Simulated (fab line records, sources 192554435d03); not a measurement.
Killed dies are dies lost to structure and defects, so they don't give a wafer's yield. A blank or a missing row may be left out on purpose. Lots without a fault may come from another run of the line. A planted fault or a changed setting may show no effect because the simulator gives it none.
A struck lot beside a sound one | flow n5_finfet | 44 steps out of a route of 1938
Sound: wafers L704.2, L704.3, L704.5. Struck: wafers L711.2, L711.6. The cause comes at the end.
At each step with rows: each side's tool, then ch and its chambers, then its first start. Under that, the readings that differ: sound wafers | struck wafers | difference of the means | sigmas: that difference in standard deviations of wafers without a fault.
alike: readings whose means differ by less than 2 such deviations, and words and numbers that are the same on both sides. not compared: withheld readings, readings that some wafer has no value for, bounds like >300 that may hide the same value, and numbers for which the record gives no deviation and whose values overlap.
The two part at a step that has a row with sigmas, a row that says differs or no value, or rows on one side only. Numbers that don't overlap but have no deviation are shown without sigmas and don't part them. A reading that every wafer of one side lacks parts them only if that side has two wafers or more.

first, 2 steps without rows for these wafers: N5_DUMMY_GATE_ETCH_23 (etches poly-Si in HBr/Cl2/O2, target depth 41 nm, time 22.3 s); N5_DUMMY_GATE_ETCH_44 (etches poly-Si in HBr/O2, stops on SiO2, target depth 127.5 nm).
N5_DUMMY_GATE_CD_MEAS_24: target cd 15 nm.
  sound on cd_sem-03, day 4 04:20; struck on cd_sem-02, day 6 01:35
  alike: cd_nm
N5_DUMMY_GATE_ETCH_42: etches SiO2 in CHF3/O2, target depth 3.5 nm, time 31 s.
  sound on rie_diel-06 ch 1,2,3, day 4 04:23; struck on rie_diel-06 ch 0, day 6 01:38
  reading      | sound          | struck    | difference | sigmas
  rf_vpp_V (V) | 42.8 43.7 43.9 | 40.6 42.3 | -2.0       | -2
  alike: drypump_motor_current_A, oes_product_au, showerhead_plenum_p_Torr, throttle_valve_pct
  not compared: rf_hours_counter_h
N5_DUMMY_GATE_STRIP_48: strips in N2/H2, time 20 s.
  sound on rie_diel-06 ch 1,2,3, day 4 04:26; struck on rie_diel-06 ch 0, day 6 01:41
  reading                         | sound          | struck    | difference | sigmas
  showerhead_plenum_p_Torr (Torr) | 3.55 3.33 3.52 | 3.22 3.22 | -0.25      | -2
  alike: drypump_motor_current_A, oes_product_au, rf_vpp_V, throttle_valve_pct
  not compared: rf_hours_counter_h
then, 5 steps without rows for these wafers: N5_DUMMY_GATE_PRECLEAN_33 (cleans in dHF, time 10 s); N5_DUMMY_GATE_PRECLEAN_25 (cleans in O3/DIW, time 45 s); N5_DUMMY_GATE_PRECLEAN_51 (cleans in SC2, time 45 s); N5_DUMMY_GATE_SRD_26 (time 30 s); N5_DUMMY_GATE_UV_OZONE_45 (time 120 s).
N5_DUMMY_GATE_INSPECT_27: inspects for defects (brightfield).
  sound on defect_inspect-01, day 4 04:42; struck on defect_inspect-02, day 6 01:52
  alike: raw_defect_count
N5_SPACER0_ALD_07: deposits SiNx, target thk 2 nm.
  sound on ald_sin-03 ch 0,3, day 4 05:48; struck on ald_sin-03 ch 1,2, day 6 02:05
  alike: heater_power_w
N5_SPACER0_ALD_00: deposits SiOCN, target thk 3.5 nm, pulse time 3 s, purge time 2 s.
  sound on ald_sin-03 ch 0,3, day 4 05:57; struck on ald_sin-03 ch 1,2, day 6 02:15
  reading    | sound    | struck | difference | sigmas
  ald_cycles | 58 58 58 | 63 63  | +5         |
  alike: heater_power_w, precursor_pulse_height_rel
then, 1 step without rows for these wafers: N5_SPACER0_ALD_08 (deposits SiNx, target thk 2 nm).
N5_SPACER0_INSPECT_04: inspects for defects (darkfield).
  sound on defect_inspect-02, day 4 06:22; struck on defect_inspect-01, day 6 02:40
  alike: raw_defect_count
then, 8 steps without rows for these wafers: N5_SD_EPI_N_COAT_32 (time 60 s, resist thk 350 nm); N5_SD_EPI_N_COAT_33 (time 60 s, resist thk 35 nm); N5_SD_EPI_N_COAT_03 (resist thk 150 nm); N5_SD_EPI_N_EBR_05; N5_SD_EPI_N_SOFTBAKE_04 (time 60 s); N5_SD_EPI_N_EXPOSE_06 (exposes mask SD N BLK, target cd 120 nm); N5_SD_EPI_N_PEB_07 (peb time 60 s); N5_SD_EPI_N_DEVELOP_08 (develop time 30 s).
N5_SD_EPI_N_CD_MEAS_09: target cd 120 nm.
  sound on cd_sem-03 ch 0, day 4 06:46; struck on cd_sem-01 ch 0, day 6 03:04
  alike: cd_nm
N5_SD_EPI_N_OVL_MEAS_10:
  sound on overlay-02 ch 0, day 4 06:48; struck on overlay-02 ch 0, day 6 03:05
  alike: SD_N_BLK_OVL
N5_SD_EPI_N_INSPECT_11: inspects for defects (macro).
  sound on defect_inspect-01, day 4 06:49; struck on defect_inspect-01, day 6 03:07
  alike: raw_defect_count
then, 1 step without rows for these wafers: N5_SD_EPI_N_DESCUM_14 (chemistry O2, time 7.9 s).
N5_SD_EPI_N_ETCH_34: etches SiARC in CF4, target depth 45.5 nm, time 75.8 s.
  sound on rie_diel-05 ch 1, day 4 06:55; struck on rie_diel-03 ch 1,3, day 6 03:11
  alike: drypump_motor_current_A, etch_rf_on_time_s, oes_product_au, rf_vpp_V, showerhead_plenum_p_Torr, throttle_valve_pct
  not compared: rf_hours_counter_h
then, 7 steps without rows for these wafers: N5_SD_EPI_N_ETCH_35 (etches SOC in N2/H2, overetch 108 nm, time 486 s); N5_SD_EPI_N_STRIP_36 (strips in N2/H2); N5_SD_EPI_N_ETCHBACK_44 (etches SiNx in CH3F/O2, stops on SiO2, target depth 14.5 nm); N5_SD_EPI_N_ETCH_45 (etches SiOCN in CH3F/O2, target depth 6 nm); N5_SD_EPI_N_ETCH_16 (etches SiO2 in CHF3/O2, target depth 5 nm); N5_SD_EPI_N_STRIP_47 (strips in CHF3/O2); N5_SD_EPI_N_SD_RECESS_17 (chemistry HBr/Cl2/O2, target depth 41 nm, time 23.7 s, bt time 3 s).
N5_SD_EPI_N_STRIP_38: strips in N2/H2.
  sound on plasma_asher-02 ch 0, day 4 07:58; struck on plasma_asher-02 ch 0, day 6 03:56
  alike: drypump_motor_current_A, heater_power_w, oes_product_au
  not compared: rf_hours_counter_h
then, 6 steps without rows for these wafers: N5_SD_EPI_N_WET_ETCH_43 (etches SiO2 in dHF, time 14 s, target depth 1.5 nm); N5_SD_EPI_N_STRIP_18 (strips in SPM, time 750 s); N5_SD_EPI_N_SRD_20 (time 30 s); N5_SD_EPI_N_PRECLEAN_48 (cleans in NF3:NH3, afs cycles 2, time 20 s, sublimation time 60 s); N5_SD_EPI_N_VAPOR_ETCH_50 (etches Si in HCl, time 54 s); N5_SD_EPI_N_EPI_21 (deposits Si:P, time 690 s).
N5_SD_EPI_P_PRECLEAN_32: cleans in dHF, time 10 s.
  sound on wet_bench-02 ch 2,5,6, day 4 16:28; struck on wet_bench-02 ch 3,4, day 6 14:26
  reading                                   | sound       | struck  | difference | sigmas
  model.SiOCN_of_SPACER0_ALD_00.thk_nm (nm) | 3.4 3.4 3.4 | 3.8 3.8 | +0.4       |
-- the record jumps here: 9 days lie between the struck wafers' starts before and after (it left off in module SD_EPI_P and takes up again in module PASSIVATION, whose first step shown is number 1936 of the route) --
N5_PASSIVATION_PROBE_49:
  sound on prober-02, day 13 06:41; struck on prober-02, day 15 15:25
  reading         | sound | struck | difference | sigmas
  killed_at_other | 3 4 2 | 15 2   | +6         | +2
  alike: killed_at_M0_to_M3, killed_at_M4_up, killed_at_contacts, killed_at_front_end, killed_dies, killed_on_rim, killed_open, killed_short

WHERE THEY PART
First at N5_DUMMY_GATE_ETCH_42; last, within this record, at N5_PASSIVATION_PROBE_49.

WHY: what the simulator had put in
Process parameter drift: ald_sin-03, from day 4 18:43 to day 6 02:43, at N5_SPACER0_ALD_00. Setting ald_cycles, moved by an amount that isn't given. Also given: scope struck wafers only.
